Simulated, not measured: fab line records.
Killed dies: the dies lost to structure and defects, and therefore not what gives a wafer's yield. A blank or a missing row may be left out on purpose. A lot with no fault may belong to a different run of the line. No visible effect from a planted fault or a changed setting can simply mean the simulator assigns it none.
Split-lot study	flow n5-finfet	39 wafers read across 7 lots, on a route 1938 steps long

## ON THE SPLIT
At N5_BEOL_M9_ILD_DEP_00 (deposits SiCOH lowk from DEMS/porogen, target thk 308.51 nm, time 58 s), the setting target-thk-a was moved away from the recipe's 3085.1 angstrom on 15 of the 39 wafers read, by -52.5% to -22.1%. All remaining wafers had this setting at the recipe value.

## THE PATH FROM SPLIT TO READING: the file shows 1 step between them
- N5_BEOL_M9_CURE_71: cures SiCOH lowk, time 240 s

## THE READING
At N5_BEOL_M9_THK_MEAS_01: M9_ILD_THK, given in nm. Fault-free wafers of this fab line usually give 267 nm, standard deviation 4 nm.

wafer	tool, chamber at the split	target-thk-a as run, angstrom	against the recipe	M9_ILD_THK, nm	against lot-mates on the recipe
L077.1	pecvd-04, 2	3085.1	recipe	259	-
L077.2	pecvd-04, 1	3085.1	recipe	260	-
L077.3	pecvd-04, 0	3085.1	recipe	262	-
L077.4	pecvd-04, 2	3085.1	recipe	263	-
L077.5	pecvd-04, 1	3085.1	recipe	266	-
L077.6	pecvd-04, 0	3085.1	recipe	264	-
L080.1	pecvd-04, 2	2051	-33.5%	174	-93
L080.2	pecvd-04, 1	3085.1	recipe	263	-
L080.3	pecvd-04, 0	2051	-33.5%	172	-95
L080.4	pecvd-04, 0	3085.1	recipe	268	-
L080.5	pecvd-04, 1	2051	-33.5%	178	-89
L080.6	pecvd-04, 2	3085.1	recipe	270	-
L085.1	pecvd-02, 2	2402	-22.1%	205	-65
L085.2	pecvd-02, 1	3085.1	recipe	273	-
L085.3	pecvd-02, 0	3085.1	recipe	263	-
L085.4	pecvd-02, 1	3085.1	recipe	275	-
L085.5	pecvd-02, 0	2402	-22.1%	206	-64
L085.6	pecvd-02, 2	2402	-22.1%	208	-62
L089.1	pecvd-03, 1	3085.1	recipe	263	-
L089.2	pecvd-03, 2	3085.1	recipe	266	-
L089.6	pecvd-03, 2	3085.1	recipe	269	-
L091.1	pecvd-03, 1	1466	-52.5%	123	-143
L091.2	pecvd-03, 0	3085.1	recipe	264	-
L091.3	pecvd-03, 2	1466	-52.5%	124	-142
L091.4	pecvd-03, 2	1466	-52.5%	127	-139
L091.5	pecvd-03, 1	3085.1	recipe	267	-
L091.6	pecvd-03, 0	3085.1	recipe	267	-
L092.1	pecvd-03, 0	3085.1	recipe	262	-
L092.2	pecvd-03, 2	1733	-43.8%	145	-122
L092.3	pecvd-03, 1	1733	-43.8%	147	-120
L092.4	pecvd-03, 2	1733	-43.8%	148	-119
L092.5	pecvd-03, 1	3085.1	recipe	270	-
L092.6	pecvd-03, 0	3085.1	recipe	269	-
L097.1	pecvd-03, 1	3085.1	recipe	265	-
L097.2	pecvd-03, 2	2262	-26.7%	195	-71
L097.3	pecvd-03, 0	3085.1	recipe	265	-
L097.4	pecvd-03, 1	2262	-26.7%	196	-70
L097.5	pecvd-03, 2	3085.1	recipe	269	-
L097.6	pecvd-03, 0	2262	-26.7%	196	-70

THE FIT
A straight line over all 39 wafers: M9_ILD_THK changes by +2.7 nm for each +1% of target-thk-a; r = +1.00; the points scatter about the line by 3.3 nm.
The same after taking each lot's own level away (the mean of its wafers on the recipe; 39 wafers): +2.72 nm for each +1%; r = +1.00; scatter 2.9 nm.
That fit puts the effect of the largest move of target-thk-a on the reading at 1.4e+02 nm.
From 262.3 to 270.3 nm: that is the span of the lots' own levels, equal to 2.0 times the standard deviation above.
The two slopes agree, so the slope changes little with the lot-to-lot level.
Check: with one of the wafers moved furthest among these (-52.5%) left out of the fit, the line predicts -143 nm for it against its lot-mates. Against them it came out at -143 nm.

## OTHER SPLITS APPLIED TO THESE WAFERS
Note: prior to the reading, these wafers also went through further splits. Each is held against what the fit with the lots' levels taken away leaves over:
other split on the same wafers	wafers away from the commonest value	r with M9_ILD_THK (lot level and that fit taken away)
N5_BEOL_M4_TRENCH_ETCH_37 target-depth-a	15	+0.13
N5_BEOL_M7_DESCUM_33 time-s	12	+0.00

## THE WHOLE CHAIN: every reading that the file lists as answering this split, in the file's order
step	what it does	reading	change (the file's fit)	r (the file's)
N5_BEOL_M9_ILD_DEP_00	deposits SiCOH lowk from DEMS/porogen, target thk 308.51 nm, time 58 s	SiCOH_lowk_of_BEOL_M9_ILD_DEP_00.thk-nm (the simulator's own value, which no gauge read)	+3.11 nm for each +1% of the setting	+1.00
N5_BEOL_M9_CURE_71	cures SiCOH lowk, time 240 s	SiCOH_lowk_of_BEOL_M9_ILD_DEP_00.thk-nm (the simulator's own value, which no gauge read)	+2.73 nm for each +1% of the setting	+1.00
N5_BEOL_M9_THK_MEAS_01		M9_ILD_THK	+2.73 for each +1% of the setting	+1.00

## FILE'S OWN FIT
M9_ILD_THK changes by +2.73 nm for each +1% of target-thk-a, r = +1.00.
